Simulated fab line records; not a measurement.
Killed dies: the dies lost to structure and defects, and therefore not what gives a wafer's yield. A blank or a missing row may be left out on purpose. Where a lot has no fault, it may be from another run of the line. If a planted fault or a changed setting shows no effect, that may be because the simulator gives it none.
What tool caused it? + flow n5_finfet + 7 lots with 21 wafers sampled at 4 steps, on a route of 1938 steps

== WHAT EACH GAUGE READ, for each wafer ==
N5_BEOL_M12_CD_MEAS_10 targets a cd of 140 nm.
| lot  | measured     | on        | cd_nm (nm)        |
|------|--------------|-----------|-------------------|
| L711 | day 11 06:03 | cd_sem-03 | 140.1 139.6 137.8 |
| L715 | day 11 08:04 | cd_sem-02 | 138.4 140.0 140.7 |
| L716 | day 12 08:11 | cd_sem-01 | 140.9 140.4 141.9 |
| L717 | day 12 17:15 | cd_sem-02 | 141.4 142.4 140.6 |
| L720 | day 14 02:01 | cd_sem-02 | 137.9 138.9 138.3 |
| L726 | day 14 21:58 | cd_sem-02 | - - -             |
| L732 | day 16 11:10 | cd_sem-03 | 138.2 139.6 138.9 |

== TOOL THAT RAN EACH LOT (tool first, then ch and the chambers of the sampled wafers, then the start) ==
| lot  | N5_BEOL_M11_ETCH_66                | N5_BEOL_M11_STRIP_77                          | N5_BEOL_M12_DEVELOP_09            |
|------|------------------------------------|-----------------------------------------------|-----------------------------------|
| L711 | rie_diel-01 ch 0,3, day 11 01:44   | rie_diel-01 ch 0,3, day 11 05:56 or earlier   | litho_track-03 ch 0, day 11 05:56 |
| L715 | rie_diel-01 ch 0,3, day 11 04:31   | rie_diel-01 ch 0,3, day 11 07:57 or earlier   | litho_track-01 ch 0, day 11 07:57 |
| L716 | rie_diel-03 ch 0,1,2, day 12 03:12 | rie_diel-03 ch 0,1,2, day 12 08:05 or earlier | litho_track-01 ch 0, day 12 08:05 |
| L717 | rie_diel-01 ch 0,3, day 12 12:40   | rie_diel-01 ch 0,3, day 12 17:08 or earlier   | litho_track-03 ch 0, day 12 17:08 |
| L720 | rie_diel-02 ch 0,1,3, day 13 20:31 | rie_diel-02 ch 0,1,3, day 14 01:54 or earlier | litho_track-04 ch 0, day 14 01:54 |
| L726 | rie_diel-02 ch 0,1,2, day 14 17:44 | rie_diel-02 ch 0,1,2, day 14 21:51 or earlier | litho_track-03, day 14 21:51      |
| L732 | rie_diel-03 ch 1,2, day 16 05:31   | rie_diel-03 ch 1,2, day 16 11:04 or earlier   | litho_track-04 ch 0, day 16 11:04 |
- N5_BEOL_M11_ETCH_66: etches SOC in N2/H2, target depth 120 nm, overetch 24 nm, time 180 s.
- N5_BEOL_M11_STRIP_77: strips in N2/H2, time 10 s.
- N5_BEOL_M12_DEVELOP_09: develop time 45 s.

== THE ANSWER, worked out from the rows above alone ==
Rule: usual is defined by the lots themselves. The widest of any qualifying gaps counts: lots, ordered by their means at a reading, are off when they make up no more than a third of the lots, leave a main group of 4 or more, and stand apart from it by 3 or more times the standard deviation of that group's means. A main group whose means are all the same, to the digits that the tables above print for the reading, isn't used. A lot without any number at a reading at which 4 lots or more have one is off too. Where the step has rows for the other lots, those lots are counted as sound.
Off at N5_BEOL_M12_CD_MEAS_10 (cd_nm): L726. Without a number there: L726. Main group: mean 139.8 nm, sd 1.1.
If a tool, at a process step before that reading, ran all the lots that are off and no sound lot after the first of them, it fits. Gauges at N5_BEOL_M12_CD_MEAS_10: tried the same way as those tools. N5_BEOL_M11_STRIP_77 gives no start for some lots, so the hours and the order of its lots are those of N5_BEOL_M12_DEVELOP_09. Can't be told from this: 3 tools fit, rie_diel-02 at N5_BEOL_M11_ETCH_66 and N5_BEOL_M11_STRIP_77, litho_track-03 at N5_BEOL_M12_DEVELOP_09, cd_sem-02 at N5_BEOL_M12_CD_MEAS_10.

== WHAT THE SIMULATOR HAD PUT IN ==
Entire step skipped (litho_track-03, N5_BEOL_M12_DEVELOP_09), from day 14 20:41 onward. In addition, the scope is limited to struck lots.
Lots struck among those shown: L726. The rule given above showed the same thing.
